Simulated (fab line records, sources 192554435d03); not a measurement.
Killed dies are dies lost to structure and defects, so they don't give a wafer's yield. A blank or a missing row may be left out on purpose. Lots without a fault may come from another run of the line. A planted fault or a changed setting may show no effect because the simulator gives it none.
Which tool did it? | flow n5_finfet | 11 lots, 33 wafers sampled, at 4 steps of a route of 1938

WHAT THE GAUGES READ, wafer by wafer
N5_BEOL_M6_CD_MEAS_28: target cd 40 nm. Usual: cd_nm 40.04 nm, standard deviation 0.22.
lot  | measured     | on        | cd_nm (nm)        | flag
L503 | day 8 19:03  | cd_sem-02 | 40.05 39.97 39.73 |
L504 | day 8 19:46  | cd_sem-02 | 40.46 40.06 39.96 |
L507 | day 9 15:29  | cd_sem-02 | 40.12 40.26 39.96 |
L511 | day 10 14:44 | cd_sem-01 | 40.32 40.58 39.76 |
L512 | day 11 05:54 | cd_sem-03 | 40.44 40.28 39.87 |
L519 | day 12 13:29 | cd_sem-03 | 39.87 39.94 39.91 |
L521 | day 12 14:56 | cd_sem-02 | 40.30 39.68 39.94 |
L518 | day 12 17:54 | cd_sem-02 | 39.52 40.08 40.05 |
L525 | day 14 09:49 | cd_sem-03 | 39.79 40.00 40.47 |
L524 | day 14 19:01 | cd_sem-02 | 39.99 39.93 39.66 |
L526 | day 14 23:29 | cd_sem-01 | 40.35 40.20 39.90 |

N5_BEOL_M6_OVL_MEAS_29. Usual: V5_OVL -0.5 nm, standard deviation 0.74.
lot  | measured     | on         | V5_OVL (nm)    | flag
L503 | day 8 19:05  | overlay-02 | -1.1 -1.2 -1.0 |
L504 | day 8 19:47  | overlay-02 | 0.4 0.3 0.1    |
L507 | day 9 15:32  | overlay-01 | -0.9 -0.3 -0.4 |
L511 | day 10 14:47 | overlay-02 | -0.9 -2.0 -0.6 |
L512 | day 11 05:56 | overlay-01 | -1.1 -1.0 -0.8 |
L519 | day 12 13:31 | overlay-01 | -1.4 0.9 0.3   |
L521 | day 12 14:58 | overlay-02 | -0.3 -0.8 0.5  |
L518 | day 12 17:56 | overlay-01 | 0.2 0.8 0.1    |
L525 | day 14 09:50 | overlay-01 | -0.5 -0.6 -0.8 |
L524 | day 14 19:02 | overlay-01 | -0.9 -0.8 -1.4 |
L526 | day 14 23:32 | overlay-02 | -0.7 -0.4 0.4  |

N5_BEOL_M6_OCD_MEAS_38. Usual: trench_depth_nm 94.5 nm, standard deviation 1.2.
lot  | measured     | on     | trench_depth_nm (nm) | flag
L503 | day 8 19:49  | ocd-01 | 94.4 93.2 91.4       |
L504 | day 8 20:19  | ocd-01 | 95.6 94.4 94.8       |
L507 | day 9 16:02  | ocd-02 | 94.1 93.5 93.9       |
L511 | day 10 15:37 | ocd-02 | 93.5 94.1 93.1       |
L512 | day 11 06:50 | ocd-02 | 94.3 94.0 92.7       |
L519 | day 12 14:02 | ocd-02 | 95.1 95.5 95.4       |
L521 | day 12 16:02 | ocd-02 | 95.0 95.6 93.7       |
L518 | day 12 18:39 | ocd-02 | 94.5 94.9 95.6       |
L525 | day 14 10:26 | ocd-01 | 92.8 94.8 95.4       |
L524 | day 14 19:34 | ocd-01 | 93.5 94.5 92.5       |
L526 | day 15 00:14 | ocd-01 | 93.4 93.9 93.3       |

WHICH TOOL RAN EACH LOT (tool, then ch and the chambers of the sampled wafers, then the start)
lot  | N5_BEOL_M6_STRIP_36
L503 | rie_diel-06 ch 0,2,3, day 8 19:37
L504 | rie_diel-04 ch 0,2,3, day 8 20:07
L507 | rie_diel-03 ch 2,3, day 9 15:50
L511 | rie_diel-03 ch 0,1,2, day 10 15:25
L512 | rie_diel-03 ch 1,2,3, day 11 06:38
L519 | rie_diel-04 ch 0,1, day 12 13:50
L521 | rie_diel-04 ch 0,1,2, day 12 15:50
L518 | rie_diel-04 ch 0,3, day 12 18:27
L525 | rie_diel-06 ch 0,2, day 14 10:14
L524 | rie_diel-06 ch 0,2, day 14 19:22
L526 | rie_diel-03 ch 0,2, day 14 23:58
- N5_BEOL_M6_STRIP_36: strips in N2/H2.

WHAT THE TOOLS THEMSELVES READ (means of the sampled wafers that have a number; where no wafer has one, the mark that the record gives instead)
N5_BEOL_M6_STRIP_36. Usual: drypump_motor_current_A 5.6 A, standard deviation 0.35; h2_flow_sccm 200.0 sccm, standard deviation 0.59; oes_product_au 0.82 a.u., standard deviation 0.074; rf_vpp_V 59.2 V, standard deviation 1.6; showerhead_plenum_p_Torr 2.57 Torr, standard deviation 0.082; temp_c 39.99 C, standard deviation 0.11; throttle_valve_pct 23.6 %, standard deviation 0.39.
lot  | tool        | drypump_motor_current_A (A) | h2_flow_sccm (sccm) | oes_product_au (a.u.) | rf_vpp_V (V) | showerhead_plenum_p_Torr (Torr) | temp_c (C) | throttle_valve_pct (%) | flag
L503 | rie_diel-06 | 5.7                         | 200.4               | 0.75                  | 59.5         | 2.53                            | 39.93      | 23.7                   |
L504 | rie_diel-04 | 5.5                         | 199.8               | 0.85                  | 58.3         | 2.62                            | 40.03      | 23.4                   |
L507 | rie_diel-03 | 5.7                         | 200.1               | 0.93                  | 58.0         | 2.64                            | 40.07      | 23.8                   |
L511 | rie_diel-03 | 5.5                         | 200.1               | 0.89                  | 58.9         | 2.55                            | 39.96      | 23.4                   |
L512 | rie_diel-03 | 5.7                         | 206.7               | 0.89                  | 60.6         | 2.61                            | 39.98      | 24.0                   | OFF
L519 | rie_diel-04 | 5.6                         | 199.2               | 0.85                  | 59.6         | 2.62                            | 40.15      | 23.7                   |
L521 | rie_diel-04 | 5.6                         | 199.8               | 0.82                  | 59.5         | 2.61                            | 40.00      | 23.6                   |
L518 | rie_diel-04 | 5.5                         | 200.3               | 0.82                  | 60.4         | 2.61                            | 40.02      | 23.4                   |
L525 | rie_diel-06 | 5.2                         | 199.9               | 0.75                  | 58.5         | 2.46                            | 40.09      | 23.8                   |
L524 | rie_diel-06 | 5.3                         | 199.4               | 0.71                  | 59.0         | 2.48                            | 39.97      | 23.6                   |
L526 | rie_diel-03 | 5.2                         | 200.8               | 0.79                  | 59.6         | 2.52                            | 40.05      | 23.5                   |

THE ANSWER, worked out from the rows above alone
Rule: a lot is off if the mean of its wafers that have a number lies more than 3 standard deviations from the usual mean. A lot without any number at a reading at which 4 lots or more have one is off too. The other lots that the step has rows for count as sound. The gauges are gone through in route order, then the tools' own readings, and for those a lot's mean is taken as printed above. The first step at which some lot is off is used, and at that step the reading that is off furthest; a lot without a number counts as furthest.
Off: L512, at N5_BEOL_M6_STRIP_36 (h2_flow_sccm).
A tool fits if, at that step or a process step before it, it ran every lot that is off, and no sound lot after the first of them. None of those tried fits.

WHAT THE SIMULATOR HAD PUT IN
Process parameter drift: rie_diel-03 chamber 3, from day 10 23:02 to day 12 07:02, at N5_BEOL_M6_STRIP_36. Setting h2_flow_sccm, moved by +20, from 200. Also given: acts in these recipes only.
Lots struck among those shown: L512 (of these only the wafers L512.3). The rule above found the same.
